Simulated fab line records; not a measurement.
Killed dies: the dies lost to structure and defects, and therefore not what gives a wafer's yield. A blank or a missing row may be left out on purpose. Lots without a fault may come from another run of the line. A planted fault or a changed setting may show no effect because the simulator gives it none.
Which tool is to blame?	flow n5Finfet	30 wafers from 10 lots sampled at 7 of the route's 1938 steps

## WHAT EACH GAUGE READ, for each wafer
N5_ZERO_LAYER_INSPECT_20: inspects for defects (darkfield). Usual: 34 for rawDefectCount, sd 15.
lot	measured	on	rawDefectCount	flag
L977	day 1 13:39	defectInspect-02	29 50 49	
L980	day 2 07:29	defectInspect-02	44 27 47	
L983	day 3 01:15	defectInspect-01	23 46 44	
L984	day 3 07:16	defectInspect-01	47 15 22	
L987	day 4 01:23	defectInspect-01	25 29 25	
L989	day 4 13:49	defectInspect-01	21 24 43	
L996	day 6 07:18	defectInspect-01	407 24 34	OFF
L997	day 6 13:38	defectInspect-02	369 23 18	OFF
L998	day 6 19:41	defectInspect-01	355 25 22	OFF
L100	day 7 07:38	defectInspect-02	49 77 23	

N5_WELL_APT_INSPECT_10: inspects for defects (macro). Usual: 1.9 for rawDefectCount, sd 1.4.
lot	measured	on	rawDefectCount	flag
L977	day 1 14:08	defectInspect-01	2 4 6	
L980	day 2 07:51	defectInspect-01	3 2 2	
L983	day 3 01:37	defectInspect-01	0 2 2	
L984	day 3 07:44	defectInspect-01	2 5 1	
L987	day 4 01:44	defectInspect-01	0 2 2	
L989	day 4 14:11	defectInspect-01	3 3 2	
L996	day 6 07:47	defectInspect-01	>300 2 1	
L997	day 6 14:07	defectInspect-02	>300 0 2	
L998	day 6 20:03	defectInspect-02	>300 0 4	
L100	day 7 07:59	defectInspect-01	1 1 2	

N5_WELL_APT_INSPECT_38: inspects for defects (darkfield). Usual: 13 for rawDefectCount, sd 4.6.
lot	measured	on	rawDefectCount	flag
L977	day 1 17:21	defectInspect-01	11 11 14	
L980	day 2 10:46	defectInspect-01	13 14 16	
L983	day 3 04:59	defectInspect-01	14 20 8	
L984	day 3 11:18	defectInspect-01	13 15 14	
L987	day 4 05:30	defectInspect-01	19 12 17	
L989	day 4 17:20	defectInspect-02	12 7 9	
L996	day 6 10:42	defectInspect-02	379 9 9	OFF
L997	day 6 17:01	defectInspect-01	353 7 9	OFF
L998	day 6 23:52	defectInspect-01	364 10 25	OFF
L100	day 7 11:24	defectInspect-01	18 11 17	

N5_PMOS_HMC_CHANNEL_EPI_OVL_MEAS_10. Usual: PMOS_HMC_BLK_OVL typically reads 0.5 nm, with standard deviation 0.92.
lot	measured	on	PMOS_HMC_BLK_OVL (nm)	flag
L977	day 1 17:49	overlay-01	-0.6 0.1 -0.4	
L980	day 2 11:16	overlay-02	1.5 0.9 0.2	
L983	day 3 05:20	overlay-02	1.0 0.6 1.5	
L984	day 3 11:47	overlay-01	-2.2 -0.8 -1.9	
L987	day 4 05:50	overlay-02	1.6 1.4 1.5	
L989	day 4 17:48	overlay-01	0.6 -0.4 -0.1	
L996	day 6 11:11	overlay-01	0.2 -0.4 -0.5	
L997	day 6 17:22	overlay-01	-0.8 -0.6 -0.9	
L998	day 7 00:20	overlay-01	1.0 1.1 1.0	
L100	day 7 11:52	overlay-02	0.3 0.2 -0.7	

N5_BEOL_M4_RC_MEAS_101. Usual: DIBL_N 36.6 mV/V, standard deviation 1.3; DIBL_P 36.4 mV/V, standard deviation 1.4; IOFF_N 0.167 nA/um, standard deviation 0.023; IOFF_P 0.219 nA/um, standard deviation 0.029; ION_N 678 uA/um, standard deviation 8.7; ION_P 464 uA/um, standard deviation 6.4; SS_N 71.5 mV/dec, standard deviation 0.53; SS_P 73.4 mV/dec, standard deviation 0.57; VT_N 248.5 mV, standard deviation 2.8; VT_P -249 mV, standard deviation 3.1.
lot	measured	on	DIBL_N (mV/V)	DIBL_P (mV/V)	IOFF_N (nA/um)	IOFF_P (nA/um)	ION_N (uA/um)	ION_P (uA/um)	SS_N (mV/dec)	SS_P (mV/dec)	VT_N (mV)	VT_P (mV)	flag
L977	day 8 17:11	prober-01	37.4 37.8 36.8	37.4 37.4 36.8	0.195 0.193 0.171	0.237 0.224 0.216	697 690 683	467 465 465	72.2 70.9 71.2	73.3 72.9 73.5	243.2 245.4 248.1	-248 -249 -250	
L980	day 9 01:15	prober-02	35.6 37.3 36.9	34.5 36.0 36.0	0.152 0.181 0.180	0.219 0.244 0.244	676 685 679	470 472 468	71.3 71.9 71.7	73.5 73.3 73.9	247.8 246.9 249.0	-246 -247 -245	
L983	day 10 10:31	prober-02	39.2 37.6 38.4	38.2 36.8 37.3	0.191 0.175 0.176	0.240 0.219 0.224	684 681 684	465 464 466	72.3 72.0 72.6	73.7 72.9 73.1	248.0 247.0 248.2	-246 -248 -246	
L984	day 10 17:10	prober-01	36.8 36.2 35.3	37.2 36.7 35.4	0.144 0.149 0.128	0.192 0.185 0.163	676 678 675	460 460 452	71.5 71.3 71.1	73.0 73.2 72.7	251.5 251.0 253.6	-252 -256 -255	
L987	day 12 19:20	prober-01	34.9 36.6 34.6	34.7 36.5 34.2	0.144 0.170 0.131	0.182 0.208 0.178	674 669 665	460 458 461	71.2 71.6 70.7	72.9 73.3 72.7	250.8 247.6 249.1	-253 -249 -251	
L989	day 13 02:11	prober-02	35.6 36.8 35.9	34.4 36.1 35.5	0.148 0.175 0.152	0.192 0.229 0.214	673 687 671	458 468 464	70.7 71.4 71.7	73.2 73.6 73.0	250.9 248.2 248.8	-250 -248 -248	
L996	day 14 18:17	prober-01	36.4 37.5 37.3	36.8 38.0 37.8	0.165 0.173 0.172	0.212 0.237 0.228	667 670 668	458 463 461	71.5 71.5 71.3	73.0 73.5 73.2	246.2 247.3 247.1	-250 -248 -251	
L997	day 14 22:31	prober-01	39.3 37.9 37.2	37.6 37.0 36.2	0.193 0.165 0.149	0.207 0.200 0.180	689 679 672	461 466 456	71.7 71.7 71.6	74.3 73.7 73.5	245.8 249.2 252.1	-252 -253 -255	
L998	day 15 15:37	prober-01	37.1 37.7 36.9	39.1 38.4 38.3	0.171 0.176 0.168	0.247 0.233 0.222	674 675 678	463 465 466	72.1 72.4 71.7	73.3 73.7 73.8	249.8 250.0 252.3	-248 -248 -251	
L100	day 15 15:25	prober-02	36.2 36.1 35.8	37.2 36.6 36.3	0.160 0.153 0.151	0.197 0.182 0.179	679 676 679	461 457 460	71.8 71.3 70.9	72.2 72.6 72.6	248.6 251.2 250.6	-252 -250 -252	

## TOOL THAT RAN EACH LOT (tool first, then ch and the chambers of the sampled wafers, then the start)
lot	N5_ZERO_LAYER_PECVD_02	N5_PMOS_HMC_CHANNEL_EPI_CMP_21
L977	pecvd-01 ch 0,2, day 1 12:18	cmp-04 ch 0,1,3, day 1 20:47
L980	pecvd-02 ch 0,1, day 2 06:18	cmp-04 ch 1,2,3, day 2 13:26
L983	pecvd-01 ch 0,1, day 3 00:17	cmp-04 ch 0,1,2, day 3 08:23
L984	pecvd-02 ch 0,1,2, day 3 06:17	cmp-02 ch 0,3, day 3 14:40
L987	pecvd-01 ch 1,2, day 4 00:17	cmp-02 ch 0,2, day 4 07:52
L989	pecvd-01 ch 1,2, day 4 12:17	cmp-04 ch 0,1,2, day 4 19:50
L996	pecvd-01 ch 0,1,2, day 6 06:17	cmp-03 ch 0,1, day 6 13:20
L997	pecvd-01 ch 0,1,2, day 6 12:17	cmp-03 ch 0,1,2, day 6 20:03
L998	pecvd-01 ch 0,1,2, day 6 18:29	cmp-04 ch 0,1,3, day 7 02:27
L100	pecvd-03 ch 1,2, day 7 06:18	cmp-02 ch 1,3, day 7 13:56
- N5_ZERO_LAYER_PECVD_02: deposits SiO2 from SiH4/N2O, target thk 10 nm, time 6 s.
- N5_PMOS_HMC_CHANNEL_EPI_CMP_21: polishes SiGe30, target thk 54 nm.

## AS READ BY THE TOOLS THEMSELVES (means over the sampled wafers that have a number; for cases with no such wafer, the mark the record gives instead)
N5_ZERO_LAYER_PECVD_02. Usual: heaterPowerW 772 W, standard deviation 82; showerheadPlenumPTorr 8.19 Torr, standard deviation 0.18.
lot	tool	heaterPowerW (W)	showerheadPlenumPTorr (Torr)	flag
L977	pecvd-01	727	8.28	
L980	pecvd-02	767	8.23	
L983	pecvd-01	889	8.33	
L984	pecvd-02	751	8.18	
L987	pecvd-01	800	8.36	
L989	pecvd-01	876	8.35	
L996	pecvd-01	775	8.30	
L997	pecvd-01	801	8.31	
L998	pecvd-01	821	8.31	
L100	pecvd-03	679	7.98	

N5_PMOS_HMC_CHANNEL_EPI_CMP_21. Usual: 11.9 A for motorCurrentA, sd 1.3.
lot	tool	motorCurrentA (A)	flag
L977	cmp-04	11.9	
L980	cmp-04	11.9	
L983	cmp-04	12.2	
L984	cmp-02	11.5	
L987	cmp-02	11.5	
L989	cmp-04	12.3	
L996	cmp-03	10.5	
L997	cmp-03	11.8	
L998	cmp-04	12.2	
L100	cmp-02	11.6	

## THE ANSWER, worked out from the rows above alone
Rule: a lot counts as off when the mean over its wafers that have a number is more than 3 standard deviations away from the usual mean. A lot without any number at a reading at which 4 lots or more have one is off too. All remaining lots with rows at the step are treated as sound. First the gauges in route order, then the tools' own readings, where a lot's mean is used as printed above. The first step at which some lot is off is used, and at that step the reading that is off furthest; a lot without a number counts as furthest.
Off at N5_ZERO_LAYER_INSPECT_20 (rawDefectCount): L996, L997, L998.
If a tool, at a process step before that reading, ran all the lots that are off and no sound lot after the first of them, it fits. The gauges at N5_ZERO_LAYER_INSPECT_20 are tried like those tools. One fits: N5_ZERO_LAYER_PECVD_02 on pecvd-01. A fault onset in the window from L989 (day 4 12:17, its last sound lot) to L996 (day 6 06:17, its first lot off) fits.

## WHAT THE SIMULATOR PUT IN
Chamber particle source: pecvd-01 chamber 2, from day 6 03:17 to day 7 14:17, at N5_ZERO_LAYER_PECVD_02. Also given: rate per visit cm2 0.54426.
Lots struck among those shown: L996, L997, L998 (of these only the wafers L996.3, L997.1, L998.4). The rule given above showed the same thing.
